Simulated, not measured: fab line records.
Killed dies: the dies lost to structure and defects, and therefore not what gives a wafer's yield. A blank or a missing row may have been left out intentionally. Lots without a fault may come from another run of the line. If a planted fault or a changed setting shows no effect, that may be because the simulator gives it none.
fab line records	flow n5_finfet
record: lots: 9	wafers: 27	last_day: 17
route steps=1938 shown ZERO_LAYER@14 WELL_APT@40 BEOL_M4@1111 PASSIVATION@1936
lots untouched by any fault: they come from a run of this same line in which no faults occurred
start_h: the number of hours between the record's first day and the start of the first shown wafer of the lot	wait_h: hours from the lot's prior step to this one	" identical to the entry in the row above	L1.1+2: a single row standing in for several wafers	- no value, or no start given	* or withheld: withheld	< > ~ a bound
route shown NAME@n: names a module that has steps shown in the file, with the first one's number in the route	usual: mean/standard deviation taken from wafers without a fault	same: alike in all rows	chamber/n: place in a boat	sites: each site's reading	_std_site: standard deviation of those values	_edge_site: outer sites' mean less inner sites'	radius_mm: for every site, how far away it sits from the centre of the wafer	mask NAME#n: copy n	behind: the last tool/chamber to shape the wafer	hold: why the lot was held/for how many hours/how that ended	device: the transistor (n, p or np) that didn't switch	end of line: tests of these same wafers at the route's end	a step with no rows: only its recipe	killed: the dies lost at the first sort to structure and to defects; this is not the yield of the wafer	map: a wafer's dies, marking killed ones x, the rest . and places with no die _
set.NAME: the setting the step ran with; set.NAME@STEP: the setting that earlier step ran with	model.NAME: the simulator's own value behind a step, which no gauge read
route steps across a sampled set of lots; one table per step, one row per wafer
services: when a tool's chamber went out of use (start_h, in hours from the record's first day, below 0 if earlier), for how many hours, and the reason
== steps ==
step: N5_ZERO_LAYER_DESCUM_16
recipe: chemistry: O2	time_s: 7.9	source_power_w: 50	bias_power_w: 20	pressure_mtorr: 20	rf_frequency_hz: 2.712e+07	temp_c: 40	o2_flow_sccm: 225
usual: drypump_motor_current_A: 5.6/0.49	oes_product_au: 0.82/0.09	rf_vpp_V: 243.3/1.3	showerhead_plenum_p_Torr: 2.10/0.075	throttle_valve_pct: 20.49/0.22
lot.wafer	tool	chamber	start_h	wait_h	drypump_motor_current_A	oes_product_au	rf_hours_counter_h	rf_vpp_V	showerhead_plenum_p_Torr	throttle_valve_pct
L107.2	rie_diel-05	2	12.82	0.0	5.5	0.81	91	243.3	2.05	20.56
L107.3	"	1	"	"	5.9	1.01	3	246.3	2.25	20.65
L107.4	"	2	"	"	5.5	0.82	-	242.2	2.05	20.58
L109.3	rie_diel-01	0	24.73	0.1	6.1	0.74	207	245.4	2.15	20.70
L109.4	"	0	"	"	6.1	0.73	-	244.7	2.15	20.70
L109.5	"	3	"	"	6.3	0.71	-	242.6	2.04	20.63
L110.3	rie_diel-01	3	30.69	0.0	6.3	0.70	236	242.2	2.04	20.61
L110.4	"	1	"	"	6.1	0.77	-	243.3	2.21	20.46
L110.5	"	0	"	"	6.1	0.73	-	243.9	2.15	20.70
L111.1	rie_diel-04	3	36.82	0.1	5.9	0.74	180	244.3	2.10	20.78
L111.3	"	0	"	"	5.8	0.73	175	244.1	2.07	20.55
L111.5	"	3	"	"	5.9	0.74	-	243.6	2.10	20.77
L116.1	rie_diel-04	2	66.80	0.0	5.5	0.80	101	242.4	2.01	20.10
L116.2	"	1	"	"	5.7	0.92	22	243.0	2.06	20.50
L116.6	"	1	"	"	5.7	0.93	-	241.3	2.06	20.50
L117.2	rie_diel-05	1	72.78	0.1	5.9	0.95	19	244.7	2.24	20.68
L117.4	"	0	"	"	4.7	0.75	159	245.1	2.19	20.64
L117.5	"	2	"	"	5.5	0.80	-	241.6	2.04	20.60
L122.1	rie_diel-01	0	102.68	0.0	6.1	0.70	233	243.6	2.14	20.73
L122.3	"	3	"	"	6.3	0.99	2	242.8	2.03	20.17
L122.4	"	2	"	"	5.1	0.89	20	244.1	2.15	20.24
L124.3	rie_diel-04	0	114.82	0.0	5.8	0.73	198	244.7	2.06	20.56
L124.4	"	1	"	"	5.7	0.90	-	243.3	2.05	20.52
L124.5	"	0	"	"	5.8	0.72	-	242.6	2.06	20.57
L127.2	rie_diel-05	3	132.80	0.0	4.9	0.89	27	242.0	2.03	20.17
L127.3	"	1	"	"	5.9	0.91	37	244.4	2.24	20.69
L127.6	"	1	"	"	5.9	0.92	-	245.6	2.24	20.69
step: N5_ZERO_LAYER_ETCH_17
recipe: chemistry: CF4	target: SiO2	target_depth_a: 120	time_s: 13.3	ion_energy_ev: 350	pressure_mtorr: 40	source_w: 450	bias_w: 215	Ar_flow_sccm: 100	cf4_flow_sccm: 100
usual: drypump_motor_current_A: 5.6/0.49	oes_product_au: 0.82/0.089	rf_vpp_V: 949/4.1	showerhead_plenum_p_Torr: 2.15/0.063	throttle_valve_pct: 15.71/0.23
lot.wafer	tool	chamber	start_h	wait_h	drypump_motor_current_A	oes_product_au	rf_hours_counter_h	rf_vpp_V	showerhead_plenum_p_Torr	throttle_valve_pct
L107.2	rie_diel-05	2	12.86	0.0	5.5	0.83	91	944	2.09	15.60
L107.3	"	1	"	"	5.9	1.01	3	958	2.28	15.68
L107.4	"	2	"	"	5.5	0.83	-	945	2.09	15.61
L109.3	rie_diel-01	0	24.77	0.0	6.1	0.73	207	953	2.22	16.12
L109.4	"	0	"	"	6.1	0.73	-	953	2.22	16.15
L109.5	"	3	"	"	6.3	0.69	-	945	2.13	16.07
L110.3	rie_diel-01	3	30.72	0.0	6.3	0.69	236	948	2.12	16.05
L110.4	"	1	"	"	6.2	0.76	-	953	2.21	15.52
L110.5	"	0	"	"	6.1	0.73	-	954	2.22	16.11
L111.1	rie_diel-04	3	36.85	0.0	5.9	0.75	180	949	2.15	16.05
L111.3	"	0	"	"	5.8	0.73	175	947	2.14	15.89
L111.5	"	3	"	"	5.8	0.75	-	948	2.15	16.05
L116.1	rie_diel-04	2	66.84	0.0	5.5	0.80	101	945	2.08	15.50
L116.2	"	1	"	"	5.8	0.91	22	946	2.10	15.51
L116.6	"	1	"	"	5.7	0.92	-	946	2.10	15.52
L117.2	rie_diel-05	1	72.81	0.0	5.9	0.95	19	959	2.28	15.71
L117.4	"	0	"	"	4.7	0.74	159	953	2.22	15.79
L117.5	"	2	"	"	5.5	0.81	-	945	2.08	15.65
L122.1	rie_diel-01	0	102.72	0.0	6.2	0.71	233	952	2.21	16.17
L122.3	"	3	"	"	6.3	0.98	2	947	2.12	15.59
L122.4	"	2	"	"	5.1	0.92	20	951	2.20	15.46
L124.3	rie_diel-04	0	114.86	0.0	5.8	0.72	198	948	2.13	15.93
L124.4	"	1	"	"	5.8	0.90	-	947	2.09	15.55
L124.5	"	0	"	"	5.8	0.73	-	947	2.13	15.93
L127.2	rie_diel-05	3	132.84	0.0	5.0	0.88	27	945	2.10	15.46
L127.3	"	1	"	"	5.9	0.91	37	956	2.27	15.75
L127.6	"	1	"	"	5.9	0.91	-	956	2.27	15.76
step: N5_WELL_APT_PEB_23
recipe: peb_temp_c: 130	peb_time_s: 90
usual: heater_power_total_W: 172.4/0.78	plate_temp_C: 130.01/0.13
lot.wafer	tool	chamber	start_h	wait_h	heater_power_total_W	plate_temp_C
L107.2	litho_track-01	0	15.24	0.0	172.7	130.19
L107.3	"	0	"	"	171.2	130.08
L107.4	"	0	"	"	173.7	130.34
L109.3	litho_track-01	0	26.74	0.0	172.7	129.88
L109.4	"	0	"	"	173.1	129.78
L109.5	"	0	"	"	172.1	129.85
L110.3	litho_track-03	0	32.89	0.0	172.6	129.90
L110.4	"	0	"	"	172.1	129.96
L110.5	"	0	"	"	172.0	129.95
L111.1	litho_track-01	0	39.21	0.1	173.4	130.16
L111.3	"	0	"	"	173.1	130.19
L111.5	"	0	"	"	172.5	130.05
L116.1	litho_track-01	0	68.90	0.1	170.5	129.09
L116.2	"	0	"	"	170.2	128.98
L116.6	"	0	"	"	170.8	128.93
L117.2	litho_track-01	0	75.32	0.0	171.3	128.90
L117.4	"	0	"	"	170.0	128.81
L117.5	"	0	"	"	171.9	129.01
L122.1	litho_track-04	0	105.36	0.1	172.4	130.11
L122.3	"	0	"	"	172.8	130.35
L122.4	"	0	"	"	173.2	130.07
L124.3	litho_track-04	0	117.06	0.0	170.9	130.12
L124.4	"	0	"	"	171.7	130.05
L124.5	"	0	"	"	171.7	129.88
L127.2	litho_track-04	0	134.96	0.0	172.4	130.21
L127.3	"	0	"	"	173.9	129.82
L127.6	"	0	"	"	172.0	129.88
step: N5_WELL_APT_CD_MEAS_25
recipe: target_cd_nm: 200	landing_energy_ev: 500	detector: se_inlens
usual: cd_nm: 200.0/1.8
lot.wafer	tool	chamber	start_h	wait_h	cd_nm
L107.2	cd_sem-03	0	15.35	-	202.1
L107.3	"	0	"	"	203.5
L107.4	"	0	"	"	204.1
L109.3	cd_sem-01	0	26.86	-	200.3
L109.4	"	0	"	"	198.6
L109.5	"	0	"	"	196.7
L110.3	cd_sem-01	0	33.01	-	199.2
L110.4	"	0	"	"	200.4
L110.5	"	0	"	"	199.7
L111.1	cd_sem-01	0	39.33	-	199.3
L111.3	"	0	"	"	200.8
L111.5	"	0	"	"	201.3
L116.1	cd_sem-03	0	69.01	-	195.6
L116.2	"	0	"	"	192.8
L116.6	"	0	"	"	194.9
L117.2	cd_sem-02	0	75.43	-	192.1
L117.4	"	0	"	"	192.6
L117.5	"	0	"	"	192.5
L122.1	cd_sem-02	0	105.47	-	200.8
L122.3	"	0	"	"	201.1
L122.4	"	0	"	"	201.9
L124.3	cd_sem-02	0	117.18	-	200.3
L124.4	"	0	"	"	203.3
L124.5	"	0	"	"	202.0
L127.2	cd_sem-01	0	135.07	-	201.2
L127.3	"	0	"	"	197.2
L127.6	"	0	"	"	200.1
step: N5_WELL_APT_INSPECT_27
recipe: mode: adi	inspect_instrument: macro
usual: raw_defect_count: 2.1/1.3
lot.wafer	tool	chamber	start_h	wait_h	raw_defect_count
L107.2	defect_inspect-02	-	15.41	0.0	2
L107.3	"	-	"	"	3
L107.4	"	-	"	"	3
L109.3	defect_inspect-02	-	26.91	0.0	3
L109.4	"	-	"	"	2
L109.5	"	-	"	"	2
L110.3	defect_inspect-02	-	33.06	0.0	2
L110.4	"	-	"	"	3
L110.5	"	-	"	"	3
L111.1	defect_inspect-02	-	39.38	0.0	3
L111.3	"	-	"	"	3
L111.5	"	-	"	"	2
L116.1	defect_inspect-01	-	69.07	0.0	0
L116.2	"	-	"	"	2
L116.6	"	-	"	"	2
L117.2	defect_inspect-01	-	75.49	0.0	3
L117.4	"	-	"	"	4
L117.5	"	-	"	"	2
L122.1	defect_inspect-01	-	105.55	0.0	1
L122.3	"	-	"	"	3
L122.4	"	-	"	"	1
L124.3	defect_inspect-01	-	117.23	0.0	1
L124.4	"	-	"	"	2
L124.5	"	-	"	"	0
L127.2	defect_inspect-02	-	135.12	0.0	1
L127.3	"	-	"	"	2
L127.6	"	-	"	"	2
step: N5_BEOL_M4_RC_MEAS_101
usual: DIBL_N: 36.3/1.6	DIBL_P: 36.4/2.1	IOFF_N: 0.16/0.032	IOFF_P: 0.22/0.044	ION_N: 675/12	ION_P: 463/8.3	SS_N: 71.6/0.64	SS_P: 73.3/0.67	VT_N: 250/3.3	VT_P: -250/3.7
lot.wafer	tool	chamber	start_h	wait_h	DIBL_N[mV/V]	DIBL_P[mV/V]	IOFF_N[nA/um]	IOFF_P[nA/um]	ION_N[uA/um]	ION_P[uA/um]	SS_N[mV/dec]	SS_P[mV/dec]	VT_N[mV]	VT_P[mV]
L109.3	prober-01	0	209.26	0.3	37.6	38.7	0.17	0.21	675	462	72.0	73.9	248	-250
L109.4	"	0	"	"	35.8	35.3	0.13	0.16	672	452	71.6	72.1	252	-256
L109.5	"	0	"	"	35.0	35.0	0.12	0.16	666	455	70.9	72.7	252	-255
L111.1	prober-01	0	218.98	0.0	36.7	36.5	0.17	0.22	675	470	71.0	73.9	248	-249
L111.3	"	0	"	"	36.5	36.4	0.16	0.20	664	455	71.4	72.9	251	-251
L111.5	"	0	"	"	37.5	37.5	0.18	0.22	682	469	72.1	74.1	248	-248
L107.2	prober-01	0	221.38	0.2	33.9	34.4	0.12	0.18	664	454	70.7	72.0	254	-252
L107.3	"	0	"	"	35.8	36.6	0.16	0.21	683	466	71.1	72.7	250	-253
L107.4	"	0	"	"	33.8	33.3	0.12	0.17	663	460	71.6	72.3	252	-254
L110.3	prober-02	0	226.43	0.3	38.8	38.2	0.18	0.23	684	466	71.7	73.9	252	-247
L110.4	"	0	"	"	35.0	33.1	0.12	0.16	666	455	70.6	73.1	256	-255
L110.5	"	0	"	"	36.4	35.1	0.15	0.20	686	464	71.9	73.5	251	-251
L116.1	prober-02	0	257.00	0.0	35.4	35.7	0.15	0.18	665	457	71.2	72.8	251	-254
L116.2	"	0	"	"	37.9	38.7	0.21	0.23	697	468	71.7	74.1	246	-250
L116.6	"	0	"	"	36.7	37.3	0.18	0.20	674	454	71.2	73.0	249	-251
L117.2	prober-01	0	284.45	0.2	37.5	36.6	0.17	0.23	674	463	71.9	73.4	247	-249
L117.4	"	0	"	"	38.0	38.8	0.20	0.28	689	475	71.8	73.5	246	-247
L117.5	"	0	"	"	37.4	37.6	0.18	0.25	680	464	71.6	73.1	247	-244
L122.1	prober-02	0	306.11	0.7	34.7	35.1	0.14	0.20	663	458	71.4	73.7	253	-253
L122.3	"	0	"	"	33.1	33.9	0.11	0.18	651	457	71.3	73.1	257	-252
L122.4	"	0	"	"	35.3	35.8	0.15	0.20	668	462	71.0	74.1	251	-251
L124.3	prober-01	0	308.73	0.3	38.0	37.5	0.20	0.26	699	471	72.3	74.3	246	-244
L124.4	"	0	"	"	33.7	32.2	0.12	0.17	654	452	70.6	72.7	253	-250
L124.5	"	0	"	"	34.7	33.5	0.13	0.18	674	461	71.4	74.0	251	-251
L127.2	prober-01	0	321.76	0.2	34.4	34.3	0.15	0.21	678	465	71.0	72.0	246	-247
L127.3	"	0	"	"	35.5	36.6	0.17	0.25	699	479	72.3	73.0	247	-246
L127.6	"	0	"	"	38.4	40.4	0.24	0.32	690	468	72.9	74.0	243	-243
step: N5_PASSIVATION_PROBE_49
usual: defect_limited_yield: 91.4/1.2	killed_at_M0_to_M3: 35/11	killed_at_M4_up: 14/6	killed_at_contacts: 12/6.7	killed_at_front_end: 37/9.7	killed_at_other: 3.5/2.5	killed_dies: 102/15	killed_on_rim: 13/3.6	killed_open: 67/12	killed_short: 33/7.3	sort_bin_5_function: 5.1/0.81	sort_bin_6_memory: 3.2/0.65	sort_n_pass: 1078/15	sort_yield_pct: 91.4/1.2
same: gross_dies: 1180	killed_at_back_side: 0	sort_bin_4_leakage[%]: 0	sort_bin_8_speed[%]: 0
lot.wafer	tool	chamber	start_h	wait_h	defect_limited_yield[%]	killed_at_M0_to_M3	killed_at_M4_up	killed_at_contacts	killed_at_front_end	killed_at_other	killed_dies	killed_on_rim	killed_open	killed_short	sort_bin_5_function[%]	sort_bin_6_memory[%]	sort_n_pass	sort_yield_pct[%]
L109.3	prober-01	-	318.45	0.1	91.3	49	11	7	35	1	103	15	64	37	5.2	3.2	1077	91.3
L109.4	prober-01	-	318.50	0.2	91.3	29	16	17	41	0	103	12	67	35	5.2	3.3	1077	91.3
L109.5	prober-01	-	318.55	0.2	90.0	33	14	7	57	7	118	19	82	36	5.6	4.2	1062	90.0
L111.1	prober-01	-	342.96	0.0	91.9	11	10	40	30	5	96	15	76	20	4.7	3.4	1084	91.9
L111.3	prober-01	-	343.06	0.1	92.1	20	15	16	38	4	93	13	68	25	5.2	2.5	1087	92.1
L111.5	prober-01	-	343.16	0.2	92.3	7	17	15	45	7	91	15	61	28	3.9	3.6	1089	92.3
L107.2	prober-02	-	343.94	0.1	91.7	25	36	11	25	1	98	12	68	26	4.2	3.8	1082	91.7
L107.3	prober-02	-	343.99	0.1	93.8	21	21	8	20	3	73	10	46	23	3.8	1.8	1107	93.8
L107.4	prober-02	-	344.04	0.2	91.2	53	13	16	19	3	104	10	66	36	5.2	3.3	1076	91.2
L116.1	prober-02	-	360.54	0.0	92.7	38	8	23	15	2	86	10	55	30	4.0	3.0	1094	92.7
L116.2	prober-02	-	360.59	0.1	91.0	32	25	14	31	4	106	14	72	33	5.9	2.7	1074	91.0
L116.6	prober-02	-	360.79	0.3	90.2	36	13	26	37	4	116	14	78	34	6.3	3.0	1064	90.2
L117.2	prober-02	-	390.24	0.1	92.0	34	7	10	38	5	94	12	63	31	4.7	3.1	1086	92.0
L117.4	prober-02	-	390.34	0.2	91.4	38	14	5	39	5	101	12	58	43	4.7	3.5	1079	91.4
L117.5	prober-02	-	390.39	0.2	90.6	29	11	27	43	1	111	15	79	31	5.8	3.3	1069	90.6
killed by level:class
L109.3 BEOL_M0_SAQP:geometric_particle:short=11 BEOL_M1:geometric_particle:open=11 BEOL_M3:geometric_particle:open=8 BEOL_M0_SAQP:geometric_particle:open=7 GATE_CUT:geometric_particle:short=6 MOL_CONTACT_COAG:geometric_particle:open=6 FIN_SAQP:geometric_particle:open=5 STI_FIN_REVEAL:geometric_particle:open=5
L109.4 MOL_CONTACT_COAG:geometric_particle:open=14 FIN_SAQP:geometric_particle:short=13 BEOL_M1:geometric_particle:open=10 BEOL_M3:geometric_particle:open=10 BEOL_M4:geometric_particle:open=9 FIN_SAQP:geometric_particle:open=4 STARTING-WAFER:geometric_particle:open=4 FIN_CUT:geometric_particle:short=4
L109.5 FIN_SAQP:geometric_particle:short=12 FIN_SAQP:geometric_particle:open=12 BEOL_M0_SAQP:geometric_particle:open=10 BEOL_M1:geometric_particle:open=10 STI_FIN_REVEAL:geometric_particle:open=7 MOL_CONTACT_COAG:geometric_particle:open=7 BEOL_M0_SAQP:geometric_particle:short=7 BEOL_M4:geometric_particle:open=6
L111.1 MOL_CONTACT_COAG:geometric_particle:open=37 FIN_SAQP:geometric_particle:open=6 STARTING-WAFER:geometric_particle:open=5 FIN_SAQP:geometric_particle:short=4 DUMMY_GATE:geometric_particle:open=4 STI_FIN_REVEAL:geometric_particle:open=3 MOL_CONTACT_COAG:geometric_particle:short=3 BEOL_M4:geometric_particle:open=3
L111.3 FIN_SAQP:geometric_particle:open=17 MOL_CONTACT_COAG:geometric_particle:open=13 STI_FIN_REVEAL:geometric_particle:open=8 FIN_SAQP:geometric_particle:short=6 BEOL_M2:geometric_particle:open=6 BEOL_M1:geometric_particle:open=4 MOL_CONTACT_COAG:geometric_particle:short=3 BEOL_M0_SAQP:geometric_particle:short=3
L111.5 MOL_CONTACT_COAG:geometric_particle:open=12 STI_FIN_REVEAL:geometric_particle:open=11 FIN_SAQP:geometric_particle:open=8 BEOL_M4:geometric_particle:open=6 FIN_SAQP:geometric_particle:short=5 GATE_CUT:geometric_particle:short=5 STARTING-WAFER:geometric_particle:short=5 DUMMY_GATE:geometric_particle:open=4
L107.2 BEOL_M4:geometric_particle:open=18 MOL_CONTACT_COAG:geometric_particle:open=10 STI_FIN_REVEAL:geometric_particle:open=9 BEOL_M0_SAQP:geometric_particle:short=6 BEOL_M0_SAQP:geometric_particle:open=6 BEOL_M4:geometric_particle:short=6 BEOL_M2:geometric_particle:open=5 BEOL_M3:geometric_particle:open=5
L107.3 BEOL_M4:geometric_particle:open=10 BEOL_M0_SAQP:geometric_particle:short=6 BEOL_M0_SAQP:geometric_particle:open=6 STI_FIN_REVEAL:geometric_particle:open=5 MOL_CONTACT_COAG:geometric_particle:short=4 MOL_CONTACT_COAG:geometric_particle:open=4 STI_FIN_REVEAL:geometric_particle:short=3 BEOL_M2:geometric_particle:open=3
L107.4 BEOL_M0_SAQP:geometric_particle:short=16 MOL_CONTACT_COAG:geometric_particle:open=12 BEOL_M2:geometric_particle:open=12 BEOL_M0_SAQP:geometric_particle:open=11 BEOL_M4:geometric_particle:open=6 DUMMY_GATE:geometric_particle:open=5 BEOL_M1:geometric_particle:open=5 MOL_CONTACT_COAG:geometric_particle:short=4
L116.1 BEOL_M2:geometric_particle:open=21 MOL_CONTACT_COAG:geometric_particle:open=16 MOL_CONTACT_COAG:geometric_particle:short=7 STI_FIN_REVEAL:geometric_particle:open=5 BEOL_M0_SAQP:geometric_particle:short=5 GATE_CUT:geometric_particle:short=4 BEOL_M2:geometric_particle:short=4 BEOL_M3:geometric_particle:open=3
L116.2 BEOL_M4:geometric_particle:open=14 STI_FIN_REVEAL:geometric_particle:open=11 BEOL_M2:geometric_particle:open=10 MOL_CONTACT_COAG:geometric_particle:short=9 BEOL_M3:geometric_particle:open=9 FIN_SAQP:geometric_particle:short=5 MOL_CONTACT_COAG:geometric_particle:open=5 STARTING-WAFER:geometric_particle:short=4
L116.6 MOL_CONTACT_COAG:geometric_particle:open=17 STI_FIN_REVEAL:geometric_particle:open=9 BEOL_M2:geometric_particle:open=9 BEOL_M3:geometric_particle:open=8 MOL_CONTACT_COAG:geometric_particle:short=7 DUMMY_GATE:geometric_particle:open=6 BEOL_M4:geometric_particle:open=6 BEOL_M0_SAQP:geometric_particle:short=5
L117.2 BEOL_M3:geometric_particle:open=12 STI_FIN_REVEAL:geometric_particle:open=9 MOL_CONTACT_COAG:geometric_particle:open=9 FIN_SAQP:geometric_particle:short=8 FIN_SAQP:geometric_particle:open=6 BEOL_M1:geometric_particle:open=6 DUMMY_GATE:geometric_particle:open=3 GATE_CUT:geometric_particle:short=3
L117.4 BEOL_M0_SAQP:geometric_particle:short=12 BEOL_M3:geometric_particle:open=10 GATE_CUT:geometric_particle:open=7 BEOL_M0_SAQP:geometric_particle:open=7 FIN_SAQP:geometric_particle:short=6 FIN_SAQP:geometric_particle:open=4 STI_FIN_REVEAL:geometric_particle:open=4 GATE_CUT:geometric_particle:short=4
L117.5 MOL_CONTACT_COAG:geometric_particle:open=25 FIN_SAQP:geometric_particle:open=9 FIN_SAQP:geometric_particle:short=9 GATE_CUT:geometric_particle:short=6 BEOL_M0_SAQP:geometric_particle:open=6 BEOL_M3:geometric_particle:open=6 STI_FIN_REVEAL:geometric_particle:open=5 BEOL_M0_SAQP:geometric_particle:short=5
== services ==
tool	chamber	start_h	hours	kind
rie_diel-05	3	5.89	-	clean
rie_diel-05	3	5.89	-	consumable_replace:focus_ring
rie_diel-05	3	5.89	30.8	scheduled_down
rie_diel-05	3	5.89	30.8	vent_cycle
rie_diel-01	2	24.06	-	clean
rie_diel-01	2	24.06	-	consumable_replace:focus_ring
rie_diel-01	2	24.06	17.7	scheduled_down
rie_diel-01	2	24.06	17.7	vent_cycle
rie_diel-05	-	25.24	0.2	repair
rie_diel-01	3	75.10	-	clean
rie_diel-01	3	75.10	-	consumable_replace:focus_ring
rie_diel-01	3	75.10	18.7	scheduled_down
rie_diel-01	3	75.10	18.7	vent_cycle
rie_diel-01	0	75.56	1.7	repair
rie_diel-05	1	80.42	9.3	repair
litho_track-04	-	87.69	-	consumable_replace:filter
rie_diel-04	2	105.37	13.3	repair
rie_diel-01	0	117.38	36.7	repair
== key ==
first_sign: step: N5_WELL_APT_PEB_23	reading: plate_temp_C	direction: down	sigmas: 8.1	usual: *	struck: *
effect: step: N5_WELL_APT_PEB_23	reading: heater_power_total_W	direction: down	sigmas: 2.1	usual: *	struck: *
effect: step: N5_WELL_APT_CD_MEAS_25	reading: cd_nm	direction: down	sigmas: 3.6	usual: 200.0	struck: 193.4
met_at N5_WELL_APT_PEB_23
struck_lots L116,L117
not_acting_at N5_ZERO_LAYER_DESCUM_16,N5_ZERO_LAYER_ETCH_17,N5_WELL_APT_INSPECT_27
onset_between 39.21 68.90
fault: kind: process_parameter_drift	tool: litho_track-01	chamber: -	onset_h: 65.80	steps: N5_WELL_APT_PEB_23	channel: peb_temp_c	offset: *	shape: step	end_h: 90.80	acts_in: *	stated: *
